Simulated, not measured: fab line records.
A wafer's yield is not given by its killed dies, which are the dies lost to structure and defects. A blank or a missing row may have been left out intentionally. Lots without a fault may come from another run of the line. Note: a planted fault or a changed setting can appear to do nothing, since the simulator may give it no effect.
A lot that was struck, set against a sound lot -- flow nandHarc -- 42 out of 1159 route steps
Sound: the wafers L511.1, L511.2, L511.4. Struck: wafers L508.3, L508.5, L508.6. At the end, the cause is stated.
At each step with rows: each side's tool, then ch and its chambers, then its first start. Under that, the readings that differ: sound wafers -- struck wafers -- difference of the means -- sigmas: that difference in standard deviations of wafers without a fault.
alike: words and numbers the same on both sides, and readings whose means are apart by under 2 such deviations; not compared: readings that were withheld, readings missing a value for some wafer, numbers with overlapping values and no deviation given by the record, and bounds like >300 which may hide the same value.
The two part at a step that has a row with sigmas, a row that says differs or no value, or rows on one side only. Non-overlapping numbers with no deviation appear without sigmas and do not part them. A reading missing from all wafers of one side parts the sides only when that side holds two or more wafers.

NHARC_A_M1_PVD_20: deposits TaN, target thk 5 nm, time 8.06 s.
  sound on pvdSputter-02; struck on pvdSputter-02
  alike: throttleValvePct
NHARC_A_M1_PVD_21: deposits Cu, target thk 30 nm, time 20.49 s.
  sound on pvdSputter-02; struck on pvdSputter-02
  alike: throttleValvePct
then, 2 steps without rows for these wafers: NHARC_A_M1_ECD_22 (material Cu, target thk 400 nm); NHARC_A_M1_ANNEAL_31 (time 90 s).
NHARC_A_M1_CMP_23: polishes, t overpolish 20 s, target thk 154.34 nm.
  sound on cmp-01 ch 0,2,3, day 22 03:28; struck on cmp-01 ch 2,3, day 20 12:05
  alike: edgeZonePressureFrac, motorCurrentA, timeToEndpointS
NHARC_A_M1_THK_MEAS_24: measures by xrf.
  sound on filmMetro-01 at day 22 03:47; struck on filmMetro-01 at day 20 12:25
  alike: thkNm
following that, these wafers have no rows for 1 step: NHARC_A_M1_SRD_25.
NHARC_A_M1_INSPECT_27:
  sound on defectInspect-02 at day 22 03:57; struck on defectInspect-02 at day 20 12:34
  alike: rawDefectCount
then, 3 steps without rows for these wafers: NHARC_A_M1_PRE_CLEAN_32 (time 12 s); NHARC_A_M1_DEP_33 (deposits SiCN, target thk 30 nm); NHARC_A_BONDPAD_DEP_00 (deposits SiCN, target thk 250 nm).
NHARC_A_BONDPAD_CMP_29: polishes SiCN, target thk 200 nm.
  sound on cmp-04 ch 1,2,3, day 22 05:04; struck on cmp-01 ch 0,1, day 20 13:42
  alike: edgeZonePressureFrac, motorCurrentA
NHARC_A_BONDPAD_THK_MEAS_30: measures by ellipsometry.
  sound on filmMetro-01 at day 22 05:19; struck on filmMetro-02 at day 20 13:56
  alike: thkNm
then, 10 steps without rows for these wafers: NHARC_A_BONDPAD_SRD_31; NHARC_A_BONDPAD_DEHYDRATE_01 (time 120 s); NHARC_A_BONDPAD_HMDS_02 (time 30 s); NHARC_A_BONDPAD_COAT_33 (time 65 s); NHARC_A_BONDPAD_COAT_03 (resist thk 600 nm); NHARC_A_BONDPAD_SOFTBAKE_04 (time 70 s); NHARC_A_BONDPAD_EBR_05; NHARC_A_BONDPAD_EXPOSE_06 (exposes mask A BPAD); NHARC_A_BONDPAD_PEB_07 (peb time 80 s); NHARC_A_BONDPAD_DEVELOP_08 (time 50 s).
NHARC_A_BONDPAD_CD_MEAS_09 targets a cd of 500 nm.
  sound on cdSem-01 ch 0, day 22 05:53; struck on cdSem-02 ch 0, day 20 14:22
  alike: cdNm
NHARC_A_BONDPAD_OVL_MEAS_35:
  sound on overlay-01 at day 22 05:58; struck on overlay-01 at day 20 14:27
reading,sound,struck,difference,sigmas
overlayXNm (nm),11 11 11,-3 -3 -3,-14,-2
  alike: overlayYNm
then, 1 step without rows for these wafers: NHARC_A_BONDPAD_HARDBAKE_10 (time 65 s).
NHARC_A_BONDPAD_DESCUM_11: chemistry O2, time 3 s.
  sound on rieDiel-10 ch 0,1,3, day 22 06:06; struck on rieDiel-10 ch 1,2, day 20 14:35
  alike: drypumpMotorCurrentA, oesProductAu, rfVppV, showerheadPlenumPTorr, throttleValvePct
  not compared: rfHoursCounterH
NHARC_A_BONDPAD_ETCH_34: etches the open film in N2/H2, target depth 60 nm, overetch 18 nm, time 65.91 s.
  sound on rieDiel-10 ch 0,2,3, day 22 06:11; struck on rieDiel-10 ch 1,2,3, day 20 14:41
  alike: drypumpMotorCurrentA, oesProductAu, rfVppV, showerheadPlenumPTorr, throttleValvePct
  not compared: rfHoursCounterH
then, 1 step without rows for these wafers: NHARC_A_BONDPAD_ETCH_12 (etches the open film in CHF3/O2, target depth 220 nm, time 110 s).
NHARC_A_BONDPAD_CD_MEAS_13:
  sound on cdSem-01 at day 22 06:25; struck on cdSem-02 at day 20 14:54
  alike: cdNm
then, 10 steps without rows for these wafers: NHARC_A_BONDPAD_STRIP_15 (strips in O2); NHARC_A_BONDPAD_ETCH_24 (etches the open film in CF4/N2, target depth 30 nm, time 72.99 s); NHARC_A_BONDPAD_STRIP_16 (strips in post etch residue remover, time 600 s); NHARC_A_BONDPAD_DEGAS_25 (time 60 s); NHARC_A_BONDPAD_PRE_CLEAN_26 (time 30 s); NHARC_A_BONDPAD_PVD_17 (deposits TaN, target thk 5 nm, time 8.06 s); NHARC_A_BONDPAD_PVD_27 (deposits Cu, target thk 30 nm, time 20.49 s); NHARC_A_BONDPAD_ECD_18 (material Cu, target thk 400 nm); NHARC_A_BONDPAD_ANNEAL_28 (time 90 s); NHARC_A_BONDPAD_CMP_19 (polishes, t overpolish 30 s, cu recess touch 16 s, target thk 169.8 nm).
NHARC_A_BONDPAD_THK_MEAS_20: measures by xrf.
  sound on filmMetro-01 at day 22 08:31; struck on filmMetro-02 at day 20 16:56
  alike: thkNm
NHARC_END_SORT_01:
  sound on prober-02 ch 0, day 23 12:40; struck on prober-02 ch 0, day 22 00:26
reading,sound,struck,difference,sigmas
defectLimitedYield (%),96.6 96.0 94.8,19.9 25.1 22.5,-73.3,-52
killedAtArray,22 24 31,540 506 524,+498,+50
killedDies,23 27 35,542 507 525,+496,+51
sort_bin_2_pct (%),1.0 0.9 1.5,29.8 32.5 33.7,+30.9,+54
sort_bin_3_pct (%),0.15 0.30 0.59,8.57 6.20 7.24,+6.99,+30
sort_bin_4_pct (%),2.2 2.8 3.1,41.7 36.2 36.6,+35.5,+38
sortNPass,654 650 642,135 170 152,-496,-51
sortRimYieldPct (%),99.1 96.2 97.2,19.8 17.9 26.4,-76.1,-25
sortYieldPct (%),96.6 96.0 94.8,19.9 25.1 22.5,-73.3,-52
  alike: killedAtOther, killedAtPeriphery, killedOpen, killedShort

== WHERE THEY PART ==
At NHARC_A_BONDPAD_OVL_MEAS_35 first; at NHARC_END_SORT_01 last (within this record only).

WHY: whatever the simulator had introduced
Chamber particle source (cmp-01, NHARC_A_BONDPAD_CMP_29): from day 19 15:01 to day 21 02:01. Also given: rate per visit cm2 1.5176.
